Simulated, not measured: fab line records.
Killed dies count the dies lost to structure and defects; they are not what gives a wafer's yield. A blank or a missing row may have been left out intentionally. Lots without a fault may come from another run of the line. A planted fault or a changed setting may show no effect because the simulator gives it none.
Which of the tools did it? :: flow n5Finfet :: 28 wafers from 10 lots sampled at 3 of the route's 1938 steps

## WHAT THE GAUGES READ, wafer by wafer
N5_BEOL_M4_RC_MEAS_101.
lot: L463
measured: day 7 17:10
on: prober-02
CJ_N: 4.41 4.38

lot: L465
measured: day 7 22:12
on: prober-01
CJ_N: 4.41 4.45 4.47

lot: L466
measured: day 8 10:10
on: prober-02
CJ_N: 4.34 4.47 4.32

lot: L467
measured: day 9 03:51
on: prober-02
CJ_N: 4.34 4.41 4.37

lot: L475
measured: day 10 22:18
on: prober-02
CJ_N: 3.22 3.30 3.36

lot: L476
measured: day 11 05:10
on: prober-02
CJ_N: 3.28 3.27 3.27

lot: L477
measured: day 11 04:52
on: prober-01
CJ_N: 4.17 4.17

lot: L478
measured: day 11 13:51
on: prober-01
CJ_N: 4.45 4.45 4.54

lot: L480
measured: day 11 23:42
on: prober-02
CJ_N: 4.27 4.26 4.23

lot: L485
measured: day 14 09:05
on: prober-01
CJ_N: 4.27 4.38 4.38

## WHICH TOOL RAN EACH LOT (tool, then ch and the chambers of the sampled wafers, then the start)
lot: L463
N5_WELL_APT_DESCUM_30: rieDiel-01 ch 0,2, day 1 14:59
N5_WELL_APT_IMPLANT_32: implanter-02 ch 0, day 1 15:16

lot: L465
N5_WELL_APT_DESCUM_30: rieDiel-01 ch 0,2, day 2 03:14
N5_WELL_APT_IMPLANT_32: implanter-02 ch 0, day 2 03:31

lot: L466
N5_WELL_APT_DESCUM_30: rieDiel-01 ch 0,1,2, day 2 09:15
N5_WELL_APT_IMPLANT_32: implanter-01 ch 0, day 2 09:35

lot: L467
N5_WELL_APT_DESCUM_30: rieDiel-02 ch 0,1, day 2 15:28
N5_WELL_APT_IMPLANT_32: implanter-01 ch 0, day 2 15:45

lot: L475
N5_WELL_APT_DESCUM_30: rieDiel-02 ch 2,3, day 4 15:16
N5_WELL_APT_IMPLANT_32: implanter-02 ch 0, day 4 15:35

lot: L476
N5_WELL_APT_DESCUM_30: rieDiel-06 ch 2,3, day 4 21:13
N5_WELL_APT_IMPLANT_32: implanter-02 ch 0, day 4 21:29

lot: L477
N5_WELL_APT_DESCUM_30: rieDiel-02 ch 0,3, day 5 03:06
N5_WELL_APT_IMPLANT_32: implanter-01 ch 0, day 5 03:23

lot: L478
N5_WELL_APT_DESCUM_30: rieDiel-02 ch 0,2, day 5 09:15
N5_WELL_APT_IMPLANT_32: implanter-01 ch 0, day 5 09:32

lot: L480
N5_WELL_APT_DESCUM_30: rieDiel-01 ch 0,2, day 5 21:08
N5_WELL_APT_IMPLANT_32: implanter-01 ch 0, day 5 21:25

lot: L485
N5_WELL_APT_DESCUM_30: rieDiel-06 ch 1,2,3, day 7 03:13
N5_WELL_APT_IMPLANT_32: implanter-01 ch 0, day 7 03:34
- N5_WELL_APT_DESCUM_30: chemistry O2, time 7.9 s.
- N5_WELL_APT_IMPLANT_32

## THE ANSWER, worked out from the rows above alone
Rule: what is usual is taken from the lots themselves. Put in order of their means at a reading, lots are off if they are a third of the lots or fewer, leave a main group of 4 or more, and stand apart from it by a gap of 3 or more times the standard deviation of the main group's means; of several such gaps the widest counts. The tables above print the reading to a certain number of digits; a main group whose means all agree to those digits is not used. A lot without any number at a reading at which 4 lots or more have one is off too. All remaining lots with rows at the step are treated as sound.
Off: L475, L476, at N5_BEOL_M4_RC_MEAS_101 (CJ_N). Main group: mean 4.35, sd 0.094.
If a tool, at a process step before that reading, ran all the lots that are off and no sound lot after the first of them, it fits. Gauges at N5_BEOL_M4_RC_MEAS_101: tried the same way as those tools. One fits: implanter-02 at N5_WELL_APT_IMPLANT_32. Its last sound lot is L465 (day 2 03:31), its first lot that is off L475 (day 4 15:35): a fault that began between those two fits.

## WHAT HAD BEEN PUT IN BY THE SIMULATOR
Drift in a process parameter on implanter-02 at N5_WELL_APT_IMPLANT_32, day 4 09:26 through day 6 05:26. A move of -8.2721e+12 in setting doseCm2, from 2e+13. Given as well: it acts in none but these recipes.
Shown lots that were struck: L475, L476. The rule above found the same.
